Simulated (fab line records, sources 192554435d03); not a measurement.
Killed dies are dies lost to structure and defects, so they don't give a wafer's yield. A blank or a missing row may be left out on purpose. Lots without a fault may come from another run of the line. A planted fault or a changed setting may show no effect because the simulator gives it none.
A struck lot beside a sound one | flow n5_finfet | 22 steps out of a route of 1938
Sound: wafers L553.1, L553.4, L553.6. Struck: wafer L543.6. (L543.1, L543.3 of the same lot were not struck and are left out.) The cause comes at the end.
At each step with rows: each side's tool, then ch and its chambers, then its first start. Under that, the readings that differ: sound wafers | struck wafers | difference of the means | sigmas: that difference in standard deviations of wafers without a fault.
alike: readings whose means differ by less than 2 such deviations, and words and numbers that are the same on both sides. not compared: withheld readings, readings that some wafer has no value for, bounds like >300 that may hide the same value, and numbers for which the record gives no deviation and whose values overlap.
The two part at a step that has a row with sigmas, a row that says differs or no value, or rows on one side only. Numbers that don't overlap but have no deviation are shown without sigmas and don't part them. A reading that every wafer of one side lacks parts them only if that side has two wafers or more.

first, 3 steps without rows for these wafers: N5_BEOL_M4_ANNEAL_87 (time 240 s); N5_BEOL_M4_SPUTTER_88 (material Cu, target thk 4.5 nm, time 8.29 s); N5_BEOL_M4_ANNEAL_89 (time 240 s).
N5_BEOL_M4_SPUTTER_90: material Cu, target thk 4.5 nm, time 8.29 s.
  sound on pvd_sputter-03, day 13 19:46; struck on pvd_sputter-03, day 11 21:17
  alike: throttle_valve_pct
N5_BEOL_M4_ANNEAL_91: time 240 s.
  sound on pvd_sputter-03, day 13 19:50; struck on pvd_sputter-03, day 11 21:22
  alike: heater_power_w
then, 4 steps without rows for these wafers: N5_BEOL_M4_SPUTTER_92 (material Cu, target thk 4.5 nm, time 8.29 s); N5_BEOL_M4_ANNEAL_93 (time 240 s); N5_BEOL_M4_SPUTTER_94 (material Cu, target thk 4.5 nm, time 8.29 s); N5_BEOL_M4_ANNEAL_95 (time 240 s).
N5_BEOL_M4_SPUTTER_96: material Cu, target thk 4.5 nm, time 8.29 s.
  sound on pvd_sputter-03, day 13 20:28; struck on pvd_sputter-03, day 11 21:57
  alike: throttle_valve_pct
then, 2 steps without rows for these wafers: N5_BEOL_M4_ECD_50 (material Cu, target thk 300 nm); N5_BEOL_M4_ANNEAL_51 (time 90 s).
N5_BEOL_M4_CMP_52: polishes, stops on SiOC, t overpolish 6.8 s, target thk 40 nm.
  sound on cmp-03 ch 2,3, day 13 20:58; struck on cmp-01 ch 3, day 11 22:26
  reading                      | sound             | struck | difference | sigmas
  barrier_field_endpoint_s (s) | 24.2 25.9 24.8    | 41.2   | +16.2      | +23
  overpolish_run_s (s)         | 6.800 6.792 6.807 | 0.042  | -6.758     | -99 or more
  time_to_endpoint_s (s)       | 62 65 63          | 81     | +18        | +5
  alike: motor_current_A, slurry_flow_ml_min
N5_BEOL_M4_THK_MEAS_53: measures by xrf.
  sound on film_metro-02, day 13 21:16; struck on film_metro-01, day 11 22:44
  reading     | sound          | struck | difference | sigmas
  M4_THK (nm) | 38.6 41.1 38.2 | 148.8  | +109.5     | +52
then, 1 step without rows for these wafers: N5_BEOL_M4_PRE_CLEAN_60 (time 15 s).
N5_BEOL_M4_CO_CAP_55: material Co, precursor CCTBA/H2, target thk 2 nm, time 102.1 s.
  sound on cvd_co-02 ch 0,1,2, day 13 21:20; struck on cvd_co-02 ch 2, day 11 22:49
  alike: heater_power_w
then, 2 steps without rows for these wafers: N5_BEOL_M4_PRE_CLEAN_56 (time 15 s); N5_BEOL_M4_DEP_57 (deposits SiCN from 3MS/NH3, target thk 8 nm, time 14 s).
N5_BEOL_M4_INSPECT_59: inspects for defects (darkfield).
  sound on defect_inspect-01, day 13 21:33; struck on defect_inspect-01, day 11 23:01
  reading          | sound    | struck | difference | sigmas
  raw_defect_count | 60 31 66 | 4982   | +4930      | +99 or more
N5_BEOL_M4_RC_MEAS_101:
  the record has rows for the sound wafers here (prober-02 ch 0, day 13 21:35) and none for the struck ones
N5_BEOL_M5_ILD_DEP_00: deposits SiCOH lowk from DEMS/porogen, target thk 140.64 nm, time 25.9 s.
  the record has rows for the sound wafers here (pecvd-02 ch 0,1,2, day 13 22:32) and none for the struck ones
-- the record jumps here: 4 days lie between the struck wafers' starts before and after (it left off in module BEOL_M5 and takes up again in module PASSIVATION, whose first step shown is number 1936 of the route) --
N5_PASSIVATION_PROBE_49:
  sound on prober-01, day 18 05:53; struck on prober-02, day 16 06:11
  reading                  | sound          | struck | difference | sigmas
  defect_limited_yield (%) | 92.3 89.8 90.8 | 0      | -91        | -65
  killed_at_M4_up          | 14 11 15       | 1093   | +1080      | +99 or more
  killed_dies              | 91 120 108     | 1180   | +1074      | +63
  killed_on_rim            | 14 20 14       | 152    | +136       | +35
  sort_n_pass              | 1089 1060 1072 | 0      | -1074      | -57
  sort_yield_pct (%)       | 92.3 89.8 90.8 | 0      | -91        | -57
  alike: killed_at_M0_to_M3, killed_at_contacts, killed_at_front_end, killed_at_other, killed_open, killed_short, sort_bin_4_leakage, sort_bin_5_function, sort_bin_6_memory

WHERE THEY PART
First at N5_BEOL_M4_CMP_52; last, within this record, at N5_PASSIVATION_PROBE_49.

WHY: what the simulator had put in
Process parameter drift: cmp-01, from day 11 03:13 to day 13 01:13, at N5_BEOL_M4_CMP_52. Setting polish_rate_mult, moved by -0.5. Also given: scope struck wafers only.
